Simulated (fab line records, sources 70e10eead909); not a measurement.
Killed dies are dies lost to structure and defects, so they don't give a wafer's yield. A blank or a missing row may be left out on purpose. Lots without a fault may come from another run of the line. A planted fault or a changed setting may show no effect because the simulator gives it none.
Which tool did it? | flow nand_harc | 20 lots, 60 wafers sampled, at 6 steps of a route of 1302

WHAT THE GAUGES READ, wafer by wafer
The record holds no reading of a measuring or inspecting step that can be judged against a usual standard deviation.

WHICH TOOL RAN EACH LOT (tool, then ch and the chambers of the sampled wafers, then the start)
lot  | NHARC_A_STAIRCASE_TRIM_229         | NHARC_A_STAIRCASE_TRIM_235                    | NHARC_A_STAIRCASE_STRIP_238          | NHARC_A_STAIRCASE_DESCUM_252       | NHARC_A_STAIRCASE_DEP_280       | NHARC_A_STAIRCASE_ETCH_292
L074 | rie_diel-02 ch 1,3, day 15 17:38   | rie_diel-02 ch 0,2, day 15 18:54 or earlier   | plasma_asher-01 ch 0,1, day 15 18:54 | rie_diel-02 ch 0,1,3, day 15 20:26 | pecvd-01 ch 1,2, day 16 12:19   | rie_diel-04 ch 0,2,3, day 16 13:25
L075 | rie_diel-02 ch 0,2, day 16 09:00   | rie_diel-02 ch 1,2, day 16 10:10 or earlier   | plasma_asher-01 ch 0,1, day 16 10:10 | rie_diel-13 ch 1,2, day 16 11:41   | pecvd-03 ch 0,1, day 17 01:58   | rie_diel-02 ch 0,1,3, day 17 03:02
L077 | rie_diel-04 ch 0,1,3, day 17 01:22 | rie_diel-04 ch 0,3, day 17 02:25 or earlier   | plasma_asher-01 ch 0,1, day 17 02:25 | rie_diel-04 ch 0,1,2, day 17 03:57 | pecvd-02 ch 0,2, day 17 13:31   | rie_diel-04 ch 0,2, day 17 14:34
L076 | rie_diel-02 ch 2,3, day 17 01:41   | rie_diel-02 ch 1,2, day 17 02:51 or earlier   | plasma_asher-02 ch 0,1, day 17 02:51 | rie_diel-13 ch 2,3, day 17 04:20   | pecvd-03 ch 1,2, day 17 15:55   | rie_diel-04 ch 1,2, day 17 16:52
L079 | rie_diel-04 ch 0,3, day 18 09:11   | rie_diel-04 ch 0,2,3, day 18 10:15 or earlier | plasma_asher-01 ch 0, day 18 10:15   | rie_diel-04 ch 0,1,2, day 18 11:47 | pecvd-01 ch 0,1, day 19 02:28   | rie_diel-02 ch 1,2,3, day 19 03:35
L078 | rie_diel-13 ch 0,1,2, day 18 09:59 | rie_diel-13 ch 0,3, day 18 11:37 or earlier   | plasma_asher-02 ch 0,1, day 18 11:37 | rie_diel-04 ch 2,3, day 18 13:02   | pecvd-01 ch 0,1, day 19 04:14   | rie_diel-02 ch 0,3, day 19 05:13
L080 | rie_diel-04 ch 1,2,3, day 19 04:58 | rie_diel-04 ch 0,1,2, day 19 06:32 or earlier | plasma_asher-01 ch 0,1, day 19 06:32 | rie_diel-13 ch 0,2,3, day 19 07:56 | pecvd-03 ch 0,1,2, day 19 19:25 | rie_diel-02 ch 0,3, day 19 21:08
L082 | rie_diel-02 ch 0,2, day 19 11:47   | rie_diel-02 ch 0,1,3, day 19 12:55 or earlier | plasma_asher-01 ch 0,1, day 19 12:55 | rie_diel-02 ch 1,3, day 19 14:19   | pecvd-01 ch 1,2, day 20 00:24   | rie_diel-04 ch 1,2, day 20 01:26
L081 | rie_diel-02 ch 0,2,3, day 19 23:32 | rie_diel-02 ch 1,2,3, day 20 00:38 or earlier | plasma_asher-01 ch 1, day 20 00:38   | rie_diel-02 ch 2,3, day 20 02:00   | pecvd-03 ch 0,2, day 20 10:47   | rie_diel-13 ch 1,2,3, day 20 11:58
L085 | rie_diel-04 ch 0,2, day 20 13:58   | rie_diel-04 ch 0,1,3, day 20 15:08 or earlier | plasma_asher-01 ch 0,1, day 20 15:08 | rie_diel-02 ch 0,1,3, day 20 16:34 | pecvd-02 ch 0,1,2, day 21 02:12 | rie_diel-13 ch 0,1,2, day 21 03:07
L087 | rie_diel-04 ch 0,1, day 20 20:21   | rie_diel-04 ch 0,1,2, day 20 21:26 or earlier | plasma_asher-01 ch 0,1, day 20 21:26 | rie_diel-04 ch 2,3, day 20 22:50   | pecvd-02 ch 1,2, day 21 15:43   | rie_diel-04 ch 0,2,3, day 21 16:44
L086 | rie_diel-13 ch 0,1, day 20 20:50   | rie_diel-13 ch 1,2, day 20 22:05 or earlier   | plasma_asher-02 ch 0,1, day 20 22:05 | rie_diel-04 ch 1,2,3, day 20 23:31 | pecvd-02 ch 0,1,2, day 21 13:50 | rie_diel-02 ch 0,1,3, day 21 14:50
L089 | rie_diel-02 ch 0,3, day 21 16:41   | rie_diel-02 ch 0,1,2, day 21 17:49 or earlier | plasma_asher-02 ch 0,1, day 21 17:49 | rie_diel-04 ch 0,3, day 21 19:19   | pecvd-02 ch 0,1,2, day 22 11:02 | rie_diel-13 ch 1,2, day 22 12:07
L088 | rie_diel-13 ch 0,1,2, day 21 18:20 | rie_diel-13 ch 0,1,2, day 21 19:56 or earlier | plasma_asher-02 ch 0, day 21 19:56   | rie_diel-04 ch 0,1, day 21 21:20   | pecvd-02 ch 1,2, day 22 13:38   | rie_diel-13 ch 1,2,3, day 22 14:38
L090 | rie_diel-04 ch 0,1,3, day 23 01:07 | rie_diel-04 ch 1,3, day 23 02:36 or earlier   | plasma_asher-01 ch 0,1, day 23 02:36 | rie_diel-13 ch 2,3, day 23 04:54   | pecvd-01 ch 1,2, day 23 16:35   | rie_diel-02 ch 0,1,2, day 23 17:46
L091 | rie_diel-04 ch 0,3, day 23 02:40   | rie_diel-04 ch 0,1, day 23 03:58 or earlier   | plasma_asher-02 ch 0,1, day 23 03:58 | rie_diel-13 ch 0,1,2, day 23 05:26 | pecvd-02 ch 0,1,2, day 23 16:23 | rie_diel-13 ch 2,3, day 23 17:29
L092 | rie_diel-04 ch 0,2,3, day 23 22:07 | rie_diel-04 ch 0,1,2, day 23 23:26 or earlier | plasma_asher-01 ch 0,1, day 23 23:26 | rie_diel-02 ch 0,3, day 24 00:54   | pecvd-02 ch 0,2, day 24 16:01   | rie_diel-13 ch 0,1,2, day 24 17:05
L094 | rie_diel-02 ch 1,3, day 24 03:25   | rie_diel-02 ch 0,2,3, day 24 04:32 or earlier | plasma_asher-01 ch 0,1, day 24 04:32 | rie_diel-04 ch 1,2, day 24 05:56   | pecvd-02 ch 1,2, day 24 19:27   | rie_diel-04 ch 1,3, day 24 20:28
L097 | rie_diel-04 ch 0,1,2, day 25 07:30 | rie_diel-04 ch 0,2,3, day 25 08:39 or earlier | plasma_asher-02 ch 0,1, day 25 08:39 | rie_diel-02 ch 1,2,3, day 25 10:10 | pecvd-01 ch 0,1,2, day 25 23:26 | rie_diel-02 ch 1,2,3, day 26 00:23
L096 | rie_diel-02 ch 0,2,3, day 25 11:57 | rie_diel-02 ch 0,1,2, day 25 12:59 or earlier | plasma_asher-02 ch 1, day 25 12:59   | rie_diel-02 ch 0,1, day 25 14:32   | pecvd-01 ch 1,2, day 25 23:56   | rie_diel-13 ch 1,2,3, day 26 00:59
- NHARC_A_STAIRCASE_TRIM_229: chemistry O2, time 211.2 s.
- NHARC_A_STAIRCASE_TRIM_235: chemistry O2, time 211.2 s.
- NHARC_A_STAIRCASE_STRIP_238: strips in O2.
- NHARC_A_STAIRCASE_DESCUM_252: chemistry O2, time 3 s.
- NHARC_A_STAIRCASE_DEP_280: deposits SiON, target thk 30 nm.
- NHARC_A_STAIRCASE_ETCH_292: etches the open film in CF4/CHF3.

WHAT THE TOOLS THEMSELVES READ (means of the sampled wafers that have a number; where no wafer has one, the mark that the record gives instead)
NHARC_A_STAIRCASE_TRIM_229. Usual: drypump_motor_current_A 5.6 A, standard deviation 0.45; mfc_ar_sccm 0.008 sccm, standard deviation 0.01; oes_product_au 0.999 a.u., standard deviation 0.011; rf_vpp_V 57.9 V, standard deviation 0.99; showerhead_plenum_p_Torr 3.59 Torr, standard deviation 0.15; throttle_valve_pct 17.036 %, standard deviation 0.0094.
lot  | tool        | drypump_motor_current_A (A) | mfc_ar_sccm (sccm) | oes_product_au (a.u.) | rf_vpp_V (V) | showerhead_plenum_p_Torr (Torr) | throttle_valve_pct (%) | flag
L074 | rie_diel-02 | 5.3                         | 0.005              | 0.983                 | 57.4         | 3.44                            | 17.037                 |
L075 | rie_diel-02 | 6.0                         | 0.003              | 1.011                 | 57.5         | 3.61                            | 17.036                 |
L077 | rie_diel-04 | 5.6                         | 0.012              | 1.001                 | 58.4         | 3.57                            | 17.037                 |
L076 | rie_diel-02 | 5.2                         | 0.007              | 1.001                 | 57.2         | 3.49                            | 17.049                 |
L079 | rie_diel-04 | 5.4                         | 0.014              | 1.002                 | 59.0         | 3.70                            | 17.031                 |
L078 | rie_diel-13 | 5.9                         | 0.006              | 1.002                 | 58.0         | 3.64                            | 17.043                 |
L080 | rie_diel-04 | 5.5                         | 0.014              | 1.006                 | 58.1         | 3.54                            | 17.035                 |
L082 | rie_diel-02 | 6.0                         | 0.003              | 0.988                 | 57.6         | 3.59                            | 17.026                 |
L081 | rie_diel-02 | 5.6                         | 0.003              | 0.988                 | 58.9         | 3.54                            | 17.034                 |
L085 | rie_diel-04 | 5.2                         | 0.007              | 0.992                 | 57.7         | 3.62                            | 17.035                 |
L087 | rie_diel-04 | 5.8                         | 0.002              | 1.007                 | 57.4         | 3.40                            | 17.032                 |
L086 | rie_diel-13 | 5.9                         | 0.000              | 1.006                 | 57.6         | 3.72                            | 17.038                 |
L089 | rie_diel-02 | 6.0                         | 0.000              | 0.989                 | 57.4         | 3.59                            | 17.043                 |
L088 | rie_diel-13 | 5.9                         | 0.006              | 1.002                 | 58.4         | 3.63                            | 17.022                 |
L090 | rie_diel-04 | 5.6                         | 0.012              | 1.003                 | 58.8         | 3.55                            | 17.039                 |
L091 | rie_diel-04 | 5.4                         | 0.014              | 0.989                 | 58.4         | 3.68                            | 17.031                 |
L092 | rie_diel-04 | 5.3                         | 0.016              | 1.008                 | 58.3         | 3.64                            | 17.040                 |
L094 | rie_diel-02 | 5.5                         | 0.010              | 0.988                 | 57.4         | 3.68                            | 17.031                 |
L097 | rie_diel-04 | 5.4                         | 0.006              | 0.996                 | 57.6         | 3.66                            | 17.037                 |
L096 | rie_diel-02 | 5.6                         | 0.003              | 0.995                 | 57.6         | 3.52                            | 17.035                 |

NHARC_A_STAIRCASE_TRIM_235. Usual: drypump_motor_current_A 5.6 A, standard deviation 0.44; mfc_ar_sccm 0.009 sccm, standard deviation 0.01; oes_product_au 0.997 a.u., standard deviation 0.011; rf_vpp_V 58.0 V, standard deviation 0.91; showerhead_plenum_p_Torr 3.58 Torr, standard deviation 0.16; throttle_valve_pct 17.037 %, standard deviation 0.011.
lot  | tool        | drypump_motor_current_A (A) | mfc_ar_sccm (sccm) | oes_product_au (a.u.) | rf_vpp_V (V) | showerhead_plenum_p_Torr (Torr) | throttle_valve_pct (%) | flag
L074 | rie_diel-02 | 6.0                         | 0.003              | 1.006                 | 58.2         | 3.61                            | 17.031                 |
L075 | rie_diel-02 | 5.6                         | 0.013              | 1.004                 | 57.2         | 3.34                            | 17.023                 |
L077 | rie_diel-04 | 5.4                         | 0.014              | 0.995                 | 57.8         | 3.70                            | 17.041                 |
L076 | rie_diel-02 | 5.4                         | 0.012              | 0.998                 | 58.7         | 3.40                            | 17.034                 |
L079 | rie_diel-04 | 5.2                         | 0.016              | 0.999                 | 57.3         | 3.67                            | 17.039                 |
L078 | rie_diel-13 | 5.4                         | 0.000              | 1.002                 | 57.9         | 3.61                            | 17.026                 |
L080 | rie_diel-04 | 5.4                         | 0.006              | 1.008                 | 57.8         | 3.50                            | 17.037                 |
L082 | rie_diel-02 | 5.7                         | 0.005              | 0.987                 | 58.2         | 3.65                            | 17.040                 |
L081 | rie_diel-02 | 5.4                         | 0.008              | 0.992                 | 57.4         | 3.59                            | 17.049                 |
L085 | rie_diel-04 | 5.6                         | 0.012              | 1.003                 | 58.5         | 3.56                            | 17.044                 |
L087 | rie_diel-04 | 5.4                         | 0.006              | 0.998                 | 58.4         | 3.50                            | 17.035                 |
L086 | rie_diel-13 | 6.1                         | 0.006              | 1.003                 | 58.7         | 3.68                            | 17.038                 |
L089 | rie_diel-02 | 5.8                         | 0.008              | 0.979                 | 56.9         | 3.63                            | 17.036                 |
L088 | rie_diel-13 | 5.8                         | 0.006              | 1.004                 | 58.4         | 3.63                            | 17.034                 |
L090 | rie_diel-04 | 5.7                         | 0.021              | 1.000                 | 57.8         | 3.59                            | 17.044                 |
L091 | rie_diel-04 | 5.8                         | 0.002              | 1.007                 | 57.3         | 3.39                            | 17.042                 |
L092 | rie_diel-04 | 5.4                         | 0.006              | 0.998                 | 58.2         | 3.66                            | 17.030                 |
L094 | rie_diel-02 | 5.6                         | 0.003              | 0.996                 | 58.1         | 3.52                            | 17.035                 |
L097 | rie_diel-04 | 5.2                         | 0.016              | 0.993                 | 57.9         | 3.64                            | 17.033                 |
L096 | rie_diel-02 | 5.8                         | 0.008              | 0.995                 | 58.2         | 3.61                            | 17.038                 |

NHARC_A_STAIRCASE_STRIP_238. Usual: drypump_motor_current_A 6.0 A, standard deviation 0.32; heater_power_w 346 W, standard deviation 25.
lot  | tool            | drypump_motor_current_A (A) | heater_power_w (W) | flag
L074 | plasma_asher-01 | 5.9                         | 338                |
L075 | plasma_asher-01 | 5.8                         | 349                |
L077 | plasma_asher-01 | 5.8                         | 349                |
L076 | plasma_asher-02 | 6.0                         | 373                |
L079 | plasma_asher-01 | 6.1                         | 332                |
L078 | plasma_asher-02 | 6.2                         | 351                |
L080 | plasma_asher-01 | 5.9                         | 348                |
L082 | plasma_asher-01 | 6.0                         | 340                |
L081 | plasma_asher-01 | 5.8                         | 359                |
L085 | plasma_asher-01 | 6.0                         | 336                |
L087 | plasma_asher-01 | 6.0                         | 335                |
L086 | plasma_asher-02 | 6.2                         | 344                |
L089 | plasma_asher-02 | 6.3                         | 345                |
L088 | plasma_asher-02 | 5.7                         | 385                |
L090 | plasma_asher-01 | 5.9                         | 327                |
L091 | plasma_asher-02 | 6.2                         | 342                |
L092 | plasma_asher-01 | 5.8                         | 338                |
L094 | plasma_asher-01 | 5.9                         | 330                |
L097 | plasma_asher-02 | 6.2                         | 340                |
L096 | plasma_asher-02 | 6.5                         | 324                |

NHARC_A_STAIRCASE_DESCUM_252. Usual: drypump_motor_current_A 5.6 A, standard deviation 0.46; mfc_ar_sccm 0.008 sccm, standard deviation 0.0098; oes_product_au 0.999 a.u., standard deviation 0.01; rf_vpp_V 57.9 V, standard deviation 0.89; showerhead_plenum_p_Torr 1.95 Torr, standard deviation 0.085; throttle_valve_pct 11.309 %, standard deviation 0.01.
lot  | tool        | drypump_motor_current_A (A) | mfc_ar_sccm (sccm) | oes_product_au (a.u.) | rf_vpp_V (V) | showerhead_plenum_p_Torr (Torr) | throttle_valve_pct (%) | flag
L074 | rie_diel-02 | 5.7                         | 0.005              | 1.001                 | 57.1         | 1.89                            | 11.316                 |
L075 | rie_diel-13 | 6.0                         | 0.006              | 1.004                 | 58.1         | 2.01                            | 11.308                 |
L077 | rie_diel-04 | 5.4                         | 0.006              | 1.004                 | 59.1         | 1.90                            | 11.312                 |
L076 | rie_diel-13 | 5.5                         | 0.006              | 1.007                 | 58.5         | 1.93                            | 11.315                 |
L079 | rie_diel-04 | 5.4                         | 0.006              | 1.004                 | 58.2         | 1.90                            | 11.319                 |
L078 | rie_diel-04 | 5.1                         | 0.018              | 0.999                 | 57.8         | 1.98                            | 11.307                 |
L080 | rie_diel-13 | 5.6                         | 0.006              | 0.996                 | 57.8         | 1.94                            | 11.316                 |
L082 | rie_diel-02 | 5.3                         | 0.005              | 0.991                 | 57.8         | 1.96                            | 11.308                 |
L081 | rie_diel-02 | 5.2                         | 0.007              | 0.991                 | 57.3         | 1.89                            | 11.311                 |
L085 | rie_diel-02 | 5.7                         | 0.005              | 0.993                 | 57.7         | 1.98                            | 11.313                 |
L087 | rie_diel-04 | 5.3                         | 0.025              | 1.003                 | 58.6         | 2.01                            | 11.317                 |
L086 | rie_diel-04 | 5.5                         | 0.014              | 1.009                 | 57.9         | 1.92                            | 11.307                 |
L089 | rie_diel-04 | 5.4                         | 0.014              | 0.993                 | 57.7         | 2.00                            | 11.306                 |
L088 | rie_diel-04 | 5.8                         | 0.002              | 0.999                 | 57.6         | 1.83                            | 11.311                 |
L090 | rie_diel-13 | 5.7                         | 0.011              | 1.008                 | 56.8         | 1.90                            | 11.315                 |
L091 | rie_diel-13 | 5.9                         | 0.006              | 0.998                 | 57.9         | 1.97                            | 11.302                 |
L092 | rie_diel-02 | 6.0                         | 0.000              | 0.995                 | 57.4         | 1.94                            | 11.315                 |
L094 | rie_diel-04 | 5.6                         | 0.004              | 1.004                 | 58.3         | 2.02                            | 11.296                 |
L097 | rie_diel-02 | 5.4                         | 0.008              | 0.987                 | 57.8         | 1.93                            | 11.308                 |
L096 | rie_diel-02 | 6.2                         | 0.005              | 1.002                 | 58.9         | 2.00                            | 11.295                 |

NHARC_A_STAIRCASE_DEP_280. Usual: heater_power_w 748 W, standard deviation 100; showerhead_vpp_V 1144 V, standard deviation 56; susceptor_temp_C 399.97 C, standard deviation 0.23.
lot  | tool     | heater_power_w (W) | showerhead_vpp_V (V) | susceptor_temp_C (C) | flag
L074 | pecvd-01 | 805                | 1133                 | 399.86               |
L075 | pecvd-03 | 725                | 1226                 | 399.89               |
L077 | pecvd-02 | 644                | 1131                 | 399.97               |
L076 | pecvd-03 | 882                | 1183                 | 399.89               |
L079 | pecvd-01 | 722                | 1165                 | 400.10               |
L078 | pecvd-01 | 721                | 1170                 | 399.80               |
L080 | pecvd-03 | 825                | 1217                 | 400.27               |
L082 | pecvd-01 | 753                | 1125                 | 400.07               |
L081 | pecvd-03 | 690                | 1255                 | 399.95               |
L085 | pecvd-02 | 752                | 1109                 | 399.73               |
L087 | pecvd-02 | 674                | 1135                 | 400.05               |
L086 | pecvd-02 | 694                | 1108                 | 399.74               |
L089 | pecvd-02 | 731                | 1099                 | 400.03               |
L088 | pecvd-02 | 764                | 1140                 | 399.90               |
L090 | pecvd-01 | 810                | 1143                 | 399.99               |
L091 | pecvd-02 | 702                | 1108                 | 399.80               |
L092 | pecvd-02 | 637                | 1109                 | 399.96               |
L094 | pecvd-02 | 667                | 1129                 | 400.15               |
L097 | pecvd-01 | 759                | 1143                 | 399.97               |
L096 | pecvd-01 | 723                | 1130                 | 399.91               |

NHARC_A_STAIRCASE_ETCH_292. Usual: chf3_flow_sccm 30.00 sccm, standard deviation 0.085; drypump_motor_current_A 5.6 A, standard deviation 0.46; mfc_ar_sccm 0.008 sccm, standard deviation 0.0094; oes_product_au 0.937 a.u., standard deviation 0.024; rf_vpp_V 371.6 V, standard deviation 2.2; showerhead_plenum_p_Torr 1.60 Torr, standard deviation 0.061; throttle_valve_pct 16.802 %, standard deviation 0.0081.
lot  | tool        | chf3_flow_sccm (sccm) | drypump_motor_current_A (A) | mfc_ar_sccm (sccm) | oes_product_au (a.u.) | rf_vpp_V (V) | showerhead_plenum_p_Torr (Torr) | throttle_valve_pct (%) | flag
L074 | rie_diel-04 | 30.02                 | 5.2                         | 0.016              | 0.966                 | 373.2        | 1.64                            | 16.799                 |
L075 | rie_diel-02 | 30.06                 | 5.7                         | 0.005              | 0.923                 | 369.5        | 1.55                            | 16.800                 |
L077 | rie_diel-04 | 30.05                 | 5.2                         | 0.007              | 0.925                 | 371.2        | 1.62                            | 16.799                 |
L076 | rie_diel-04 | 29.93                 | 5.2                         | 0.008              | 0.947                 | 368.9        | 1.55                            | 16.798                 |
L079 | rie_diel-02 | 30.02                 | 5.4                         | 0.008              | 0.916                 | 371.2        | 1.60                            | 16.792                 |
L078 | rie_diel-02 | 29.94                 | 5.5                         | 0.000              | 0.924                 | 371.2        | 1.58                            | 16.800                 |
L080 | rie_diel-02 | 30.00                 | 5.5                         | 0.000              | 0.915                 | 371.4        | 1.58                            | 16.797                 |
L082 | rie_diel-04 | 29.91                 | 5.6                         | 0.004              | 0.988                 | 367.4        | 1.50                            | 16.811                 |
L081 | rie_diel-13 | 29.98                 | 5.7                         | 0.006              | 0.926                 | 371.5        | 1.61                            | 16.807                 |
L085 | rie_diel-13 | 30.05                 | 5.9                         | 0.006              | 0.956                 | 372.6        | 1.62                            | 16.802                 |
L087 | rie_diel-04 | 29.97                 | 5.2                         | 0.016              | 0.920                 | 371.9        | 1.63                            | 16.801                 |
L086 | rie_diel-02 | 30.02                 | 5.7                         | 0.005              | 0.929                 | 372.6        | 1.63                            | 16.813                 |
L089 | rie_diel-13 | 30.06                 | 6.1                         | 0.011              | 0.981                 | 371.9        | 1.59                            | 16.799                 |
L088 | rie_diel-13 | 30.04                 | 5.8                         | 0.006              | 0.953                 | 371.5        | 1.61                            | 16.803                 |
L090 | rie_diel-02 | 29.94                 | 5.8                         | 0.008              | 0.913                 | 371.9        | 1.61                            | 16.808                 |
L091 | rie_diel-13 | 29.97                 | 5.7                         | 0.011              | 0.926                 | 370.2        | 1.56                            | 16.808                 |
L092 | rie_diel-13 | 29.94                 | 5.9                         | 0.006              | 0.928                 | 372.0        | 1.61                            | 16.799                 |
L094 | rie_diel-04 | 30.03                 | 5.8                         | 0.010              | 0.938                 | 375.0        | 1.69                            | 16.803                 |
L097 | rie_diel-02 | 30.00                 | 5.4                         | 0.008              | 0.920                 | 371.4        | 1.59                            | 16.804                 |
L096 | rie_diel-13 | 30.03                 | 5.8                         | 0.006              | 0.967                 | 371.5        | 1.60                            | 16.806                 |

THE ANSWER, worked out from the rows above alone
Rule: a lot is off if the mean of its wafers that have a number lies more than 3 standard deviations from the usual mean. A lot without any number at a reading at which 4 lots or more have one is off too. The other lots that the step has rows for count as sound. The gauges are gone through in route order, then the tools' own readings, and for those a lot's mean is taken as printed above. The first step at which some lot is off is used, and at that step the reading that is off furthest; a lot without a number counts as furthest.
No lot is off at any reading shown: from this, nothing can be told.

WHAT THE SIMULATOR HAD PUT IN
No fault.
